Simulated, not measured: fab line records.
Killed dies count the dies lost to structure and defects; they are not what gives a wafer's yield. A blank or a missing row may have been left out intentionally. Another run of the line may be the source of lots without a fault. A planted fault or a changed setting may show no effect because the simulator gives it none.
fab line records	flow nandHarc	part 1 of 2: steps 1 to 27 of 36
record: lots: 5	wafers: 15	lastDay: 23
route steps=1159 shown A_WL_FILL@817 A_CONTACT@840
lots with no fault: from the same line, run without faults
startH: the number of hours between the record's first day and the start of the first shown wafer of the lot	waitH: how many hours have passed since the lot's step before this one	" the same as in the row above	L1.1+2: a row that stands for several wafers	- value missing, or start not given	* or withheld: withheld	< > ~ a bound
route shown NAME@n: NAME is a module with steps in the file, n the number in the route of the first one	usual: average and standard deviation across the fault-free wafers	same: alike in all rows	chamber/n: place in a boat	sites: each site's reading	_std_site: standard deviation of those values	_edge_site: the outer-site mean with the inner-site mean subtracted	radiusMm: how far each site lies from the wafer's centre	mask NAME#n: copy n	behind: tool/chamber where the wafer was last shaped	hold: what put the lot on hold/how long, in hours/how the hold closed	device: whichever transistor did not switch (one of n, p or np)	end of line: the tests these same wafers got at the end of their route	for a step that has no rows: nothing shown but its recipe	killed: at the first sort, the dies lost to defects and structure; wafer yield is something else	map: a wafer's dies, x killed, . not, _ none there
set.NAME: the run value of the setting; set.NAME@STEP: its run value at that earlier step	model.NAME: the simulator's own value behind a step, which no gauge read
lots seen at some steps along the route; tables by step, rows by wafer
services: the hour from which a tool's chamber was out of use, counted from the record's first day as startH (under 0 if before that day), plus the number of hours and why
== steps ==
step: NHARC_A_WL_FILL_STRIP_28
recipe: timeS: 1200	tempC: 72.5	chemistry: postEtchResidueRemover
usual: bathGuardTempC: 72.8/0.58	bathHeatDutyPct: 14.6/1.5
lot.wafer	tool	chamber	startH	waitH	bathGuardTempC	bathHeatDutyPct
L077.6	wetBench-03	3	348.24	0.0	73.0	14.5
L077.2	"	7	"	"	72.8	14.4
L077.3	"	0	"	"	73.0	13.7
L083.5	wetBench-03	2	399.58	0.1	72.2	11.5
L083.1	"	3	"	"	73.1	15.4
L083.6	"	5	"	"	74.1	16.4
L087.3	wetBench-03	4	410.46	0.1	73.1	13.6
L087.5	"	6	"	"	72.0	13.5
L087.2	"	7	"	"	73.2	14.6
L086.4	wetBench-04	5	413.24	0.1	72.6	12.9
L086.2	"	6	"	"	72.8	16.0
L086.5	"	7	"	"	72.1	15.1
L097.1	wetBench-04	2	467.08	0.2	73.0	13.6
L097.6	"	3	"	"	73.1	16.6
L097.3	"	4	"	"	73.2	17.7
step: NHARC_A_WL_FILL_PRECLEAN_06
recipe: timeS: 300	chemistry: DIW
lot.wafer	tool	chamber	startH	waitH
L077.6+2+3	wetBench-03	3,7,0	-	-
L083.5+1+6	wetBench-03	2,3,5	-	-
L087.3+5+2	wetBench-03	4,6,7	-	-
L086.4+2+5	wetBench-04	5,6,7	-	-
L097.1+6+3	wetBench-04	2,3,4	-	-
step: NHARC_A_WL_FILL_SRD_07
lot.wafer	tool	chamber	startH	waitH
L077.6+2+3	wetBench-03	3,7,0	-	-
L083.5+1+6	wetBench-03	2,3,5	-	-
L087.3+5+2	wetBench-03	4,6,7	-	-
L086.4+2+5	wetBench-04	5,6,7	-	-
L097.1+6+3	wetBench-04	2,3,4	-	-
step: NHARC_A_WL_FILL_ANNEAL_08
recipe: tempC: 450	timeS: 1800
lot.wafer	tool	chamber	startH	waitH
L077.2+3+6	furnace-01	0	350.42	-
L083.1+5+6	furnace-06	0	400.26	-
L086.2+4+5	furnace-02	0	414.02	-
L087.2+3+5	furnace-02	0	414.02	-
L097.1+3+6	furnace-02	0	467.80	-
step: NHARC_A_WL_FILL_ALD_10
recipe: targetThkA: 500	pulseTimeS: 10	aldCycles: 500	tempC: 300	material: SiO2
usual: heaterPowerW: 459/42	precursorPulseHeightRel: 1.001/0.02
lot.wafer	tool	chamber	startH	waitH	heaterPowerW	precursorPulseHeightRel
L077.2	aldHk-02	0	351.91	0.1	443	0.980
L077.3	"	1	"	"	383	1.002
L077.6	"	0	353.99	2.1	442	0.948
L083.1	aldHk-02	2	402.82	1.1	510	1.015
L083.5	"	0	403.85	2.1	444	1.007
L083.6	"	1	"	"	370	0.971
L087.3	aldHk-02	1	416.01	0.6	379	0.991
L087.2	"	3	417.03	1.6	459	0.999
L087.5	"	1	418.04	2.6	376	1.024
L086.2	aldHk-02	2	418.55	3.1	520	1.007
L086.4	"	3	"	"	465	1.034
L086.5	"	2	420.58	5.1	491	0.994
L097.3	aldHk-02	2	470.44	1.2	495	1.007
L097.1	"	3	"	"	467	0.982
L097.6	"	1	472.01	2.7	378	0.978
step: NHARC_A_WL_FILL_ETCHBACK_16
recipe: targetDepthA: 880	timeS: 17.6	c4f8FlowSccm: withheld	o2FlowSccm: 8	arFlowSccm: withheld	rfW: 600	biasW: 800	chemistry: C4F8/O2/Ar
usual: oesProductAu: 0.980/0.03	rfVppV: 724/3.8
lot.wafer	tool	chamber	startH	waitH	oesProductAu	rfHoursCounterH	rfVppV
L077.3	rieDiel-06	1	-	-	0.998	3.7	716
L077.2	"	2	"	"	0.977	3.5	722
L077.6	"	0	"	"	0.975	-	729
L083.1	rieDiel-09	2	-	-	0.992	8.1	724
L083.5	"	0	"	"	1.011	-	727
L083.6	"	2	"	"	0.984	-	724
L087.3	rieDiel-09	2	-	-	1.000	9.5	725
L087.2	"	0	"	"	1.017	8.9	728
L087.5	"	2	"	"	0.995	-	725
L086.4	rieDiel-09	1	-	-	0.988	8.0	724
L086.2	"	2	"	"	0.991	9.5	724
L086.5	"	0	"	"	1.021	-	729
L097.3	rieDiel-09	2	-	-	0.992	3.3	726
L097.1	"	0	"	"	0.986	3.0	726
L097.6	"	1	"	"	0.972	-	723
step: NHARC_A_WL_FILL_STRIP_29
recipe: timeS: 20	o2FlowSccm: 500	arFlowSccm: 0	biasW: 0	chemistry: O2
usual: drypumpMotorCurrentA: 5.6/0.49	oesProductAu: 0.993/0.013	rfVppV: 57.9/0.71	showerheadPlenumPTorr: 3.56/0.13	throttleValvePct: 17.037/0.0094
lot.wafer	tool	chamber	startH	waitH	drypumpMotorCurrentA	oesProductAu	rfHoursCounterH	rfVppV	showerheadPlenumPTorr	throttleValvePct
L077.3	rieDiel-06	0	356.70	0.1	5.0	0.999	3.6	58.1	3.70	17.043
L077.2	"	2	"	"	5.0	0.992	3.6	57.7	3.55	17.033
L077.6	"	1	"	"	6.1	1.007	-	58.4	3.30	17.051
L083.1	rieDiel-09	3	406.54	0.1	5.5	0.995	7.7	58.6	3.71	17.018
L083.6	"	2	"	"	6.0	0.985	-	58.3	3.56	17.040
L083.5	"	3	"	"	5.5	1.004	-	58.0	3.71	17.039
L087.3	rieDiel-09	2	420.18	0.1	6.1	0.997	9.5	57.0	3.56	17.028
L087.2	"	1	"	"	5.6	0.977	8.0	58.3	3.52	17.031
L087.5	"	3	"	"	5.5	1.007	-	58.6	3.71	17.034
L086.2	rieDiel-09	0	423.24	0.1	5.6	1.009	8.9	57.3	3.66	17.026
L086.4	"	1	"	"	5.5	0.980	8.1	57.2	3.52	17.049
L086.5	"	3	"	"	5.5	0.986	-	57.2	3.71	17.035
L097.3	rieDiel-09	3	474.70	0.1	5.5	0.985	2.6	57.8	3.71	17.051
L097.1	"	1	"	"	5.6	0.979	2.9	57.7	3.52	17.026
L097.6	"	2	"	"	6.1	0.992	-	58.1	3.56	17.034
step: NHARC_A_WL_FILL_ETCHBACK_17
recipe: targetDepthA: 40	timeS: 26.7	chemistry: Cl2/BCl3
usual: drypumpMotorCurrentA: 5.5/0.35	oesProductAu: 0.992/0.012
lot.wafer	tool	chamber	startH	waitH	drypumpMotorCurrentA	oesProductAu	rfHoursCounterH
L077.2	rieMetal-01	1	356.78	-	6.0	0.985	0.5
L077.3	"	0	"	"	5.5	1.001	-
L077.6	"	1	"	"	6.0	0.980	-
L083.1	rieMetal-03	0	406.64	-	5.7	0.982	3.6
L083.5	"	1	"	"	5.2	0.993	-
L083.6	"	0	"	"	5.7	0.979	-
L087.2	rieMetal-03	1	420.27	-	5.2	0.992	3.9
L087.3	"	0	"	"	5.7	0.987	-
L087.5	"	1	"	"	5.2	0.989	-
L086.2	rieMetal-02	0	423.33	-	4.9	1.002	0.7
L086.4	"	0	"	"	4.9	1.004	-
L086.5	"	1	"	"	5.6	0.995	-
L097.1	rieMetal-01	0	474.78	-	5.5	0.984	4.2
L097.3	"	0	"	"	5.5	1.000	-
L097.6	"	1	"	"	6.0	0.996	-
step: NHARC_A_WL_FILL_PRECLEAN_18
recipe: timeS: 30	chemistry: dHF
lot.wafer	tool	chamber	startH	waitH
L077.6+3+2	wetBench-04	4,6,7	356.98	0.1
L083.5+6+1	wetBench-09	0,1,3	406.80	0.1
L087.2+5+3	wetBench-03	2,5,6	420.45	0.2
L086.4+2+5	wetBench-09	6,7,2	423.53	0.1
L097.6+3+1	wetBench-03	4,0,1	474.97	0.1
step: NHARC_A_WL_FILL_SRD_21
lot.wafer	tool	chamber	startH	waitH
L077.6+3+2	wetBench-04	4,6,7	357.01	0.0
L083.5+6+1	wetBench-09	0,1,3	406.83	0.0
L087.2+5+3	wetBench-03	2,5,6	420.48	0.0
L086.4+2+5	wetBench-09	6,7,2	423.56	0.0
L097.6+3+1	wetBench-03	4,0,1	474.99	0.0
step: NHARC_A_WL_FILL_CVD_23
recipe: targetThkA: 400	tempC: 620	pressureMtorr: 200	timeS: 800	material: poly-Si
lot.wafer	tool	chamber	startH	waitH
L077.2+3+6	lpcvdPoly-04	0	359.58	2.6
L083.1+5+6	lpcvdPoly-04	0	409.44	2.6
L087.2+3+5	lpcvdPoly-01	0	422.73	2.3
L086.2+4+5	lpcvdPoly-04	0	426.16	2.6
L097.1+3+6	lpcvdPoly-01	0	476.62	1.6
step: NHARC_A_WL_FILL_ETCHBACK_26
recipe: targetDepthA: 520	timeS: 13.3	hbrFlowSccm: 150	rfW: 350	icpW: 350	biasW: 60	chemistry: HBr
usual: drypumpMotorCurrentA: 5.4/0.37	oesProductAu: 0.998/0.016	throttleValvePct: 23.267/0.0084
lot.wafer	tool	chamber	startH	waitH	drypumpMotorCurrentA	oesProductAu	rfHoursCounterH	throttleValvePct
L077.3	rieSi-05	0	362.15	0.4	5.7	0.987	0.74	23.276
L077.2	"	3	"	"	6.0	0.988	0.77	23.261
L077.6	"	1	"	"	5.1	0.993	-	23.271
L083.1	rieSi-01	1	412.01	0.4	5.5	0.997	0.67	23.277
L083.5	"	0	"	"	5.0	0.976	-	23.272
L083.6	"	1	"	"	5.5	1.006	-	23.264
L087.3	rieSi-06	2	425.34	0.4	5.9	1.013	0.33	23.260
L087.2	"	3	"	"	5.5	1.004	0.45	23.271
L087.5	"	2	"	"	5.9	1.004	-	23.276
L086.4	rieSi-01	2	428.76	0.4	5.2	1.020	0.72	23.265
L086.2	"	0	"	"	5.1	0.980	0.80	23.275
L086.5	"	3	"	"	5.1	1.016	-	23.262
L097.1	rieSi-01	1	479.21	0.4	5.5	1.002	1.05	23.260
L097.3	"	0	"	"	5.0	0.977	1.13	23.260
L097.6	"	2	"	"	5.2	1.029	-	23.269
step: NHARC_A_WL_FILL_PRECLEAN_30
recipe: timeS: 10	chemistry: dHF
lot.wafer	tool	chamber	startH	waitH
L077.6+3+2	wetBench-03	1,3,6	362.29	0.1
L083.5+1+6	wetBench-04	3,4,5	412.14	0.1
L087.2+3+5	wetBench-09	7,0,3	425.46	0.1
L086.2+4+5	wetBench-03	5,6,2	428.90	0.1
L097.3+6+1	wetBench-04	7,0,2	479.35	0.1
step: NHARC_A_WL_FILL_SRD_14
lot.wafer	tool	chamber	startH	waitH
L077.6+3+2	wetBench-03	1,3,6	362.31	0.0
L083.5+1+6	wetBench-04	3,4,5	412.16	0.0
L087.2+3+5	wetBench-09	7,0,3	425.49	0.0
L086.2+4+5	wetBench-03	5,6,2	428.92	0.0
L097.3+6+1	wetBench-04	7,0,2	479.40	0.0
step: NHARC_A_WL_FILL_ALD_19
recipe: targetThkA: 20	pulseTimeS: 3	aldCycles: 100	tempC: 450	material: TiN
usual: heaterPowerW: 1076/100	precursorPulseHeightRel: 1.003/0.021
lot.wafer	tool	chamber	startH	waitH	heaterPowerW	precursorPulseHeightRel
L077.3	aldMetal-01	2	362.42	0.1	975	0.998
L077.2	"	3	"	"	975	0.946
L077.6	"	3	"	"	983	1.018
L083.1	aldMetal-03	3	412.26	0.1	1153	0.995
L083.6	"	0	"	"	1185	0.974
L083.5	"	1	"	"	1227	0.990
L087.2	aldMetal-01	3	425.59	0.1	980	1.051
L087.3	"	1	"	"	1030	1.004
L087.5	"	0	"	"	955	1.016
L086.4	aldMetal-01	2	429.02	0.1	966	0.979
L086.2	"	1	"	"	1017	1.004
L086.5	"	2	"	"	986	1.019
L097.3	aldMetal-01	0	479.51	0.1	921	1.001
L097.1	"	2	"	"	963	1.025
L097.6	"	1	"	"	1015	1.006
step: NHARC_A_WL_FILL_CVD_20
recipe: targetThkA: 750	tempC: 300	pressureTorr: 40	wf6FlowSccm: 40	h2FlowSccm: 1600	arFlowSccm: 1560	timeS: 5064	material: W
usual: heaterPowerW: 495/27	throttleValvePct: 8.1/0.46
lot.wafer	tool	chamber	startH	waitH	heaterPowerW	throttleValvePct
L077.2	cvdW-02	0	-	-	580	7.7
L077.3	"	1	"	"	514	7.4
L077.6	"	1	"	"	523	7.5
L083.1	cvdW-01	0	-	-	502	8.3
L083.5	"	1	"	"	458	8.7
L083.6	"	0	"	"	497	8.2
L087.2	cvdW-02	1	-	-	517	7.8
L087.3	"	0	"	"	509	7.6
L087.5	"	1	"	"	516	7.3
L086.2	cvdW-02	0	-	-	498	7.7
L086.4	"	0	"	"	498	7.8
L086.5	"	1	"	"	526	7.6
L097.1	cvdW-01	1	-	-	453	8.5
L097.3	"	1	"	"	466	8.7
L097.6	"	1	"	"	443	8.7
step: NHARC_A_WL_FILL_CMP_12
recipe: tOverpolishS: 30	targetThkNm: 75
usual: motorCurrentA: 11.5/1.4	overpolishRunS: 29.999/0.0092	slurryFlowMlMin: 150.1/0.47	timeToEndpointS: 14.9/2.6
lot.wafer	tool	chamber	startH	waitH	motorCurrentA	overpolishRunS	slurryFlowMlMin	timeToEndpointS
L077.2	cmp-01	2	367.73	4.4	12.5	29.999	150.0	18.2
L077.3	"	3	"	"	9.9	29.978	150.7	15.7
L077.6	"	1	"	"	13.7	29.991	150.2	13.4
L083.1	cmp-04	2	419.58	3.7	10.9	29.986	149.9	16.5
L083.5	"	0	"	"	12.3	30.007	149.9	14.8
L083.6	"	1	"	"	10.7	30.009	150.1	12.9
L087.2	cmp-01	0	432.96	3.6	10.1	29.987	150.4	13.9
L087.3	"	2	"	"	12.6	29.996	149.9	19.8
L087.5	"	0	"	"	10.1	30.007	149.7	15.6
L086.2	cmp-02	3	437.70	3.6	11.8	29.986	150.7	13.0
L086.4	"	0	"	"	12.3	29.992	151.8	17.8
L086.5	"	2	"	"	9.7	30.011	149.7	14.4
L097.3	cmp-04	3	484.85	3.0	10.4	30.005	149.6	10.1
L097.1	"	1	"	"	11.0	30.008	149.0	11.0
L097.6	"	3	"	"	10.2	29.997	149.8	12.1
step: NHARC_A_WL_FILL_SRD_31
lot.wafer	tool	chamber	startH	waitH
L077.2+3+6	wetBench-04	5,6,1	368.04	0.0
L083.5+6+1	wetBench-03	6,7,1	419.85	0.0
L087.5+2+3	wetBench-04	0,2,4	433.28	0.0
L086.4+2+5	wetBench-03	4,5,7	438.00	0.0
L097.3+1+6	wetBench-04	0,1,2	485.15	0.0
step: NHARC_A_WL_FILL_INSPECT_15
usual: rawDefectCount: 401/140
lot.wafer	tool	chamber	startH	waitH	rawDefectCount
L077.2	defectInspect-01	-	368.18	0.0	296
L077.3	"	-	"	"	361
L077.6	"	-	"	"	303
L083.1	defectInspect-01	-	420.01	0.0	346
L083.5	"	-	"	"	364
L083.6	"	-	"	"	403
L087.2	defectInspect-01	-	433.43	0.0	281
L087.3	"	-	"	"	283
L087.5	"	-	"	"	242
L086.2	defectInspect-01	-	438.16	0.0	220
L086.4	"	-	"	"	370
L086.5	"	-	"	"	294
L097.1	defectInspect-01	-	485.32	0.0	407
L097.3	"	-	"	"	391
L097.6	"	-	"	"	436
step: NHARC_A_CONTACT_DEP_24
recipe: targetThkA: 5000	tempC: 400	pressureTorr: 6.5	rfW: 900	teosFlowSccm: 161.4	flowSccm: 2650	targetThkNm: 500	gas: O2	material: SiO2
usual: heaterPowerW: 594/97	throttleValvePct: 15.8/0.45
lot.wafer	tool	chamber	startH	waitH	heaterPowerW	throttleValvePct
L077.2	pecvd-03	2	368.24	0.1	498	15.7
L077.3	"	1	"	"	463	15.5
L077.6	"	0	"	"	650	15.4
L083.1	pecvd-03	0	420.20	0.2	588	15.6
L083.5	"	1	"	"	514	16.1
L083.6	"	0	"	"	614	15.8
L087.2	pecvd-03	1	433.50	0.1	489	15.8
L087.3	"	0	"	"	661	15.9
L087.5	"	1	"	"	542	16.1
L086.2	pecvd-04	1	438.23	0.1	744	14.9
L086.4	"	1	"	"	755	14.9
L086.5	"	2	"	"	619	15.7
L097.3	pecvd-01	0	485.39	0.1	523	16.0
L097.1	"	1	"	"	462	15.6
L097.6	"	2	"	"	804	16.1
step: NHARC_A_CONTACT_DEP_28
recipe: targetThkA: 36000	tempC: 400	material: aC
usual: throttleValvePct: 35.000/0.0092
lot.wafer	tool	chamber	startH	waitH	throttleValvePct
L077.2	aclDep-01	0	370.05	1.3	34.998
L077.3	"	0	"	"	35.007
L077.6	"	0	371.52	2.7	35.005
L083.1	aclDep-03	0	422.07	1.4	35.020
L083.5	"	0	423.52	2.9	34.997
L083.6	"	0	"	"	34.991
L087.2	aclDep-01	0	434.83	0.6	35.009
L087.3	"	0	"	"	35.000
L087.5	"	0	"	"	34.998
L086.2	aclDep-01	0	439.20	0.4	35.005
L086.4	"	0	"	"	34.996
L086.5	"	0	"	"	34.999
L097.1	aclDep-03	0	489.13	3.2	34.977
L097.3	"	0	"	"	35.019
L097.6	"	0	490.92	5.0	35.010
step: NHARC_A_CONTACT_DEP_29
recipe: targetThkA: 700	targetThkNm: 70	tempC: 400	pressureTorr: 3.5	flowSccm: 200	rfW: 350	material: SiON
usual: heaterPowerW: 781/100
lot.wafer	tool	chamber	startH	waitH	heaterPowerW
L077.3	pecvd-01	1	371.91	1.1	575
L077.2	"	0	"	"	670
L077.6	"	2	"	"	988
L083.1	pecvd-03	1	424.36	1.9	746
L083.6	"	1	"	"	731
L083.5	"	2	"	"	803
L087.2	pecvd-03	0	436.69	1.5	789
L087.3	"	1	"	"	628
L087.5	"	1	"	"	641
L086.2	pecvd-03	0	441.10	1.5	820
L086.5	"	2	"	"	790
L086.4	"	0	"	"	806
L097.3	pecvd-03	0	491.30	1.1	877
L097.1	"	2	"	"	726
L097.6	"	0	"	"	889
step: NHARC_A_CONTACT_DEHYDRATE_32
recipe: tempC: 150	timeS: 120
usual: resistLineTempC: 22.99/0.11
lot.wafer	tool	chamber	startH	waitH	resistLineTempC
L077.2	lithoTrack-04	0	372.18	0.2	22.94
L077.3	"	0	"	"	23.19
L077.6	"	0	"	"	22.95
L083.1	lithoTrack-04	0	424.60	0.2	23.08
L083.5	"	0	"	"	23.18
L083.6	"	0	"	"	23.04
L087.2	lithoTrack-04	0	436.94	0.2	22.88
L087.3	"	0	"	"	22.92
L087.5	"	0	"	"	22.95
L086.2	lithoTrack-04	0	441.31	0.2	22.88
L086.4	"	0	"	"	23.21
L086.5	"	0	"	"	23.29
L097.1	lithoTrack-06	0	491.57	0.2	22.90
L097.3	"	0	"	"	22.99
L097.6	"	0	"	"	22.94
step: NHARC_A_CONTACT_HMDS_33
recipe: timeS: 30
usual: resistLineTempC: 23.00/0.1
lot.wafer	tool	chamber	startH	waitH	resistLineTempC
L077.2	lithoTrack-04	0	-	-	22.93
L077.3	"	0	"	"	23.00
L077.6	"	0	"	"	22.97
L083.1	lithoTrack-04	0	-	-	22.97
L083.5	"	0	"	"	23.03
L083.6	"	0	"	"	22.99
L087.2	lithoTrack-04	0	-	-	22.95
L087.3	"	0	"	"	23.11
L087.5	"	0	"	"	23.01
L086.2	lithoTrack-04	0	-	-	23.21
L086.4	"	0	"	"	22.99
L086.5	"	0	"	"	22.93
L097.1	lithoTrack-06	0	-	-	23.04
L097.3	"	0	"	"	23.01
L097.6	"	0	"	"	23.03
step: NHARC_A_CONTACT_COAT_34
recipe: tempC: 260	timeS: 75
usual: resistLineTempC: 23.03/0.1
lot.wafer	tool	chamber	startH	waitH	resistLineTempC
L077.2	lithoTrack-04	0	-	-	23.08
L077.3	"	0	"	"	22.97
L077.6	"	0	"	"	23.04
L083.1	lithoTrack-04	0	-	-	23.04
L083.5	"	0	"	"	22.89
L083.6	"	0	"	"	22.96
L087.2	lithoTrack-04	0	-	-	22.99
L087.3	"	0	"	"	23.04
L087.5	"	0	"	"	23.00
L086.2	lithoTrack-04	0	-	-	23.02
L086.4	"	0	"	"	23.21
L086.5	"	0	"	"	23.12
L097.1	lithoTrack-06	0	-	-	23.09
L097.3	"	0	"	"	23.02
L097.6	"	0	"	"	23.22
step: NHARC_A_CONTACT_COAT_35
recipe: tempC: 225	timeS: 65
usual: resistLineTempC: 23.00/0.11
lot.wafer	tool	chamber	startH	waitH	resistLineTempC
L077.2	lithoTrack-04	0	-	-	22.86
L077.3	"	0	"	"	23.09
L077.6	"	0	"	"	23.09
L083.1	lithoTrack-04	0	-	-	22.91
L083.5	"	0	"	"	22.85
L083.6	"	0	"	"	23.01
L087.2	lithoTrack-04	0	-	-	23.00
L087.3	"	0	"	"	22.94
L087.5	"	0	"	"	23.08
L086.2	lithoTrack-04	0	-	-	22.97
L086.4	"	0	"	"	22.87
L086.5	"	0	"	"	23.06
L097.1	lithoTrack-06	0	-	-	22.89
L097.3	"	0	"	"	22.77
L097.6	"	0	"	"	22.99
step: NHARC_A_CONTACT_COAT_36
recipe: spinRpm: 1500	resistThkNm: 90
usual: resistLineTempC: 23.00/0.098
lot.wafer	tool	chamber	startH	waitH	resistLineTempC
L077.2	lithoTrack-04	0	-	-	23.03
L077.3	"	0	"	"	23.03
L077.6	"	0	"	"	23.05
L083.1	lithoTrack-04	0	-	-	23.13
L083.5	"	0	"	"	23.03
L083.6	"	0	"	"	23.24
L087.2	lithoTrack-04	0	-	-	23.05
L087.3	"	0	"	"	23.20
L087.5	"	0	"	"	23.11
L086.2	lithoTrack-04	0	-	-	22.91
L086.4	"	0	"	"	22.97
L086.5	"	0	"	"	23.05
L097.1	lithoTrack-06	0	-	-	22.97
L097.3	"	0	"	"	23.03
L097.6	"	0	"	"	23.03
